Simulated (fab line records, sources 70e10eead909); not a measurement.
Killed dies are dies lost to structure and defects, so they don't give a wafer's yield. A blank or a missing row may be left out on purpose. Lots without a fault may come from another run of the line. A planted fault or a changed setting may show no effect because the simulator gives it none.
Tool commonality check | flow nand_harc | 13 lots, 39 wafers sampled

WHY IT WAS OPENED
At NHARC_A_M1_OVL_MEAS_10 the reading overlay_x_nm is flagged on 3 of 13 lots. Wafers without a fault read 0.1 nm, standard deviation 0.79.
Rule: a lot is flagged when every wafer of it that has a number lies more than 4 standard deviations from that mean, or none has a number. The other lots count as sound.

lot  | measured     | on         | overlay_x_nm (nm), wafer by wafer | flag
L440 | day 23 07:28 | overlay-01 | 0.8 1.5 1.0                       |
L441 | day 23 07:56 | overlay-01 | -0.3 -0.3 -0.5                    |
L442 | day 24 14:16 | overlay-02 | 0.6 -0.1 0.1                      |
L445 | day 25 10:37 | overlay-02 | 0.5 0.5 0.6                       |
L446 | day 25 12:51 | overlay-02 | 0.8 0.9 1.0                       |
L447 | day 26 12:34 | overlay-02 | -0.4 -0.5 -0.2                    |
L448 | day 26 16:37 | overlay-01 | 1.5 0.7 0.3                       |
L452 | day 28 12:25 | overlay-01 | 28.8 27.8 27.8                    | FLAGGED
L453 | day 30 08:23 | overlay-02 | 29.2 28.8 29.6                    | FLAGGED
L458 | day 30 13:48 | overlay-01 | -1.9 -2.5 -2.1                    |
L457 | day 30 15:54 | overlay-01 | 28.2 28.1 28.1                    | FLAGGED
L459 | day 31 10:43 | overlay-01 | 0.6 -0.1 0.1                      |
L462 | day 32 10:11 | overlay-02 | -0.2 -0.9 -0.6                    |
The numbers of the flagged lots are 28.5 nm on average: +28.4 nm against the usual, or +36 standard deviations.

WHICH TOOL RAN EACH LOT
The record holds 2 process steps before the reading, out of a route of 1302 steps. In each cell: the tool, then ch and the chambers that the sampled wafers went through, then the start.
lot  | flag    | NHARC_A_M0_PVD_20                       | NHARC_A_M1_EXPOSE_06
L440 |         | pvd_sputter-02, day 23 07:14 or earlier | arfi_scanner-01 ch 0, day 23 07:14
L441 |         | pvd_sputter-01, day 23 07:43 or earlier | arfi_scanner-02 ch 0, day 23 07:43
L442 |         | pvd_sputter-02, day 24 14:02 or earlier | arfi_scanner-02 ch 0, day 24 14:02
L445 |         | pvd_sputter-03, day 25 10:23 or earlier | arfi_scanner-01 ch 0, day 25 10:23
L446 |         | pvd_sputter-03, day 25 12:37 or earlier | arfi_scanner-03 ch 0, day 25 12:37
L447 |         | pvd_sputter-01, day 26 12:20 or earlier | arfi_scanner-02 ch 0, day 26 12:20
L448 |         | pvd_sputter-03, day 26 16:23 or earlier | arfi_scanner-03 ch 0, day 26 16:23
L452 | FLAGGED | pvd_sputter-01, day 28 12:11 or earlier | arfi_scanner-03 ch 0, day 28 12:11
L453 | FLAGGED | pvd_sputter-03, day 30 08:09 or earlier | arfi_scanner-03 ch 0, day 30 08:09
L458 |         | pvd_sputter-01, day 30 13:34 or earlier | arfi_scanner-02 ch 0, day 30 13:34
L457 | FLAGGED | pvd_sputter-02, day 30 15:40 or earlier | arfi_scanner-03 ch 0, day 30 15:40
L459 |         | pvd_sputter-03, day 31 10:29 or earlier | arfi_scanner-02 ch 0, day 31 10:29
L462 |         | pvd_sputter-02, day 32 09:58 or earlier | arfi_scanner-01 ch 0, day 32 09:58
What these steps do:
- NHARC_A_M0_PVD_20: deposits TaN, target thk 5 nm, time 8.06 s.
- NHARC_A_M1_EXPOSE_06: exposes mask A M1, target cd 120 nm.
- NHARC_A_M1_OVL_MEAS_10: pitch 240 nm.

FLAGGED OVER TOTAL, TOOL BY TOOL (the gauges that took the reading come last)
step                   | tool            | lots run | flagged | share of the flagged lots | sound lots run after its first flagged lot
NHARC_A_M0_PVD_20      | pvd_sputter-01  | 4        | 1       | some                      | 1 (L458)
NHARC_A_M0_PVD_20      | pvd_sputter-02  | 4        | 1       | some                      | 1 (L462)
NHARC_A_M0_PVD_20      | pvd_sputter-03  | 5        | 1       | some                      | 1 (L459)
NHARC_A_M1_EXPOSE_06   | arfi_scanner-01 | 3        | 0       | none                      | -
NHARC_A_M1_EXPOSE_06   | arfi_scanner-02 | 5        | 0       | none                      | -
NHARC_A_M1_EXPOSE_06   | arfi_scanner-03 | 5        | 3       | all                       | 0
NHARC_A_M1_OVL_MEAS_10 | overlay-01      | 7        | 2       | some                      | 2 (L458,L459)
NHARC_A_M1_OVL_MEAS_10 | overlay-02      | 6        | 1       | some                      | 1 (L462)
NHARC_A_M0_PVD_20 gives no start for some lots, so the hours and the order of its lots are those of NHARC_A_M1_EXPOSE_06.

WHAT THE TABLE ALLOWS
1 row of the table ran every flagged lot: arfi_scanner-03 at NHARC_A_M1_EXPOSE_06.
- arfi_scanner-03 at NHARC_A_M1_EXPOSE_06: 3 of its 5 lots flagged. Its last sound lot is L448 (day 26 16:23), its first flagged lot L452 (day 28 12:11): a fault that began between those two fits.
One tool is left: arfi_scanner-03 at NHARC_A_M1_EXPOSE_06.

WHAT THE SIMULATOR HAD PUT IN
Scanner matching overlay: arfi_scanner-03, from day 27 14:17 on, at NHARC_A_M1_EXPOSE_06. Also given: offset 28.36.
Lots struck among those shown: L452, L453, L457. The rule above found the same.
